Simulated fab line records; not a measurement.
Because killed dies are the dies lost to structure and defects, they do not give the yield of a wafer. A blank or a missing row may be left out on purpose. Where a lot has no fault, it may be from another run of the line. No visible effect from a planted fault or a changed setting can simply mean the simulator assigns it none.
Which tool is to blame?    flow n5-finfet    14 lots with 42 wafers sampled at 3 steps, on a route of 1938 steps

== WHAT THE GAUGES SHOWED, per wafer ==
N5_WELL_APT_CD_MEAS_08 targets a cd of 200 nm. Usual: cd-nm at 199.5 nm, with a standard deviation of 1.6.
lot   measured     on         cd-nm (nm)         flag
L500  day 1 13:34  cd-sem-03  199.0 203.0 199.6  
L501  day 1 19:34  cd-sem-01  198.9 198.8 196.1  
L503  day 2 08:01  cd-sem-03  198.5 199.6 197.0  
L506  day 3 01:51  cd-sem-01  198.4 197.2 197.0  
L510  day 4 01:42  cd-sem-01  199.0 199.7 201.4  
L511  day 4 07:57  cd-sem-01  200.8 201.3 200.5  
L515  day 5 07:51  cd-sem-03  198.0 200.5 199.0  
L519  day 6 08:01  cd-sem-02  201.8 199.8 202.4  
L520  day 6 13:47  cd-sem-01  202.0 200.6 200.2  
L521  day 6 19:59  cd-sem-03  200.5 199.7 199.7  
L522  day 7 01:43  cd-sem-01  196.1 196.9 198.6  
L523  day 7 07:35  cd-sem-01  197.7 200.0 198.5  

== EACH LOT AND THE TOOL THAT RAN IT (in order: tool; ch and the chambers of the sampled wafers; start) ==
lot   N5_ZERO_LAYER_EXPOSE_08           N5_ZERO_LAYER_STRIP_24
L500  krf-scanner-01 ch 0, day 1 12:28  plasma-asher-02 ch 1, day 1 12:53
L501  krf-scanner-01 ch 0, day 1 18:28  plasma-asher-01 ch 0,1, day 1 18:53
L503  krf-scanner-01 ch 0, day 2 06:37  plasma-asher-01 ch 0,1, day 2 07:11
L506  krf-scanner-01 ch 0, day 3 00:38  plasma-asher-01 ch 0,1, day 3 01:04
L510  krf-scanner-02 ch 0, day 4 00:28  plasma-asher-01 ch 0,1, day 4 00:53
L511  krf-scanner-01 ch 0, day 4 06:37  plasma-asher-01 ch 0,1, day 4 07:07
L513  krf-scanner-01, day 4 18:28       plasma-asher-02 ch 0,1, day 4 19:05
L514  krf-scanner-01, day 5 00:28       plasma-asher-02 ch 0, day 5 00:53
L515  krf-scanner-02 ch 0, day 5 06:37  plasma-asher-02 ch 0,1, day 5 07:02
L519  krf-scanner-01 ch 0, day 6 06:36  plasma-asher-01 ch 0,1, day 6 07:13
L520  krf-scanner-01 ch 0, day 6 12:42  plasma-asher-02 ch 0,1, day 6 13:08
L521  krf-scanner-01 ch 0, day 6 18:28  plasma-asher-02 ch 0,1, day 6 18:53
L522  krf-scanner-02 ch 0, day 7 00:37  plasma-asher-01 ch 0,1, day 7 01:02
L523  krf-scanner-02 ch 0, day 7 06:29  plasma-asher-01 ch 0,1, day 7 06:55
- N5_ZERO_LAYER_EXPOSE_08: exposes mask ZERO, defocus 0 nm, target cd 2000 nm.
- N5_ZERO_LAYER_STRIP_24: strips in O2.

== AS READ BY THE TOOLS THEMSELVES (means over the sampled wafers that have a number; for cases with no such wafer, the mark the record gives instead) ==
N5_ZERO_LAYER_EXPOSE_08. Usual: exposure-dose-mJ-cm2 16.192, standard deviation 0.02; focus-offset-nm 0.1 nm, standard deviation 0.52.
lot   tool            exposure-dose-mJ-cm2  focus-offset-nm (nm)  flag
L500  krf-scanner-01  16.177                0.0                   
L501  krf-scanner-01  16.206                -0.4                  
L503  krf-scanner-01  16.185                0.8                   
L506  krf-scanner-01  16.169                0.2                   
L510  krf-scanner-02  16.184                0.1                   
L511  krf-scanner-01  16.176                0.8                   
L513  krf-scanner-01  -                     -                     OFF
L514  krf-scanner-01  -                     -                     OFF
L515  krf-scanner-02  16.250                -0.4                  
L519  krf-scanner-01  16.182                -0.2                  
L520  krf-scanner-01  16.206                0.5                   
L521  krf-scanner-01  16.176                0.3                   
L522  krf-scanner-02  16.190                0.5                   
L523  krf-scanner-02  16.193                -0.4                  

N5_ZERO_LAYER_STRIP_24. Usual: drypump-motor-current-A 5.75 A, standard deviation 0.14; heater-power-w 359 W, standard deviation 22; oes-product-au 0.646 a.u., standard deviation 0.0044; strip-time-to-endpoint-s 43.84 s, standard deviation 0.092; temp-c 249.98 C, standard deviation 0.18.
lot   tool             drypump-motor-current-A (A)  heater-power-w (W)  oes-product-au (a.u.)  strip-time-to-endpoint-s (s)  temp-c (C)  flag
L500  plasma-asher-02  5.57                         355                 0.644                  43.85                         249.90      
L501  plasma-asher-01  5.74                         355                 0.644                  43.90                         249.97      
L503  plasma-asher-01  5.84                         368                 0.652                  43.82                         249.95      
L506  plasma-asher-01  5.79                         366                 0.645                  43.85                         250.13      
L510  plasma-asher-01  5.81                         369                 0.644                  43.93                         250.00      
L511  plasma-asher-01  5.72                         353                 0.645                  43.80                         249.96      
L513  plasma-asher-02  5.73                         356                 0.646                  43.84                         250.05      
L514  plasma-asher-02  5.83                         362                 0.639                  43.75                         250.20      
L515  plasma-asher-02  5.73                         357                 0.648                  43.89                         249.93      
L519  plasma-asher-01  5.83                         371                 0.648                  43.71                         250.07      
L520  plasma-asher-02  5.67                         353                 0.646                  43.87                         249.88      
L521  plasma-asher-02  5.80                         356                 0.646                  43.94                         250.04      
L522  plasma-asher-01  5.73                         349                 0.648                  43.97                         249.88      
L523  plasma-asher-01  5.75                         350                 0.646                  43.87                         249.84      

== THE ANSWER, worked out from the rows above alone ==
Rule: take the mean of a lot's wafers that have a number; if it is more than 3 standard deviations from the usual mean, the lot is off. A lot without any number at a reading at which 4 lots or more have one is off too. Any other lot the step has rows for is counted as sound. After the gauges, taken in route order, come the tools' own readings; for these a lot's mean is taken, as printed above. The first step at which some lot is off is used, and at that step the reading that is off furthest; a lot without a number counts as furthest.
Off, at N5_ZERO_LAYER_EXPOSE_08 on exposure-dose-mJ-cm2: L513, L514. Without a number there: L513, L514.
A tool fits if, at that step or a process step before it, it ran every lot that is off, and no sound lot after the first of them. Of those tried, none fits.

== WHAT THE SIMULATOR HAD PUT IN ==
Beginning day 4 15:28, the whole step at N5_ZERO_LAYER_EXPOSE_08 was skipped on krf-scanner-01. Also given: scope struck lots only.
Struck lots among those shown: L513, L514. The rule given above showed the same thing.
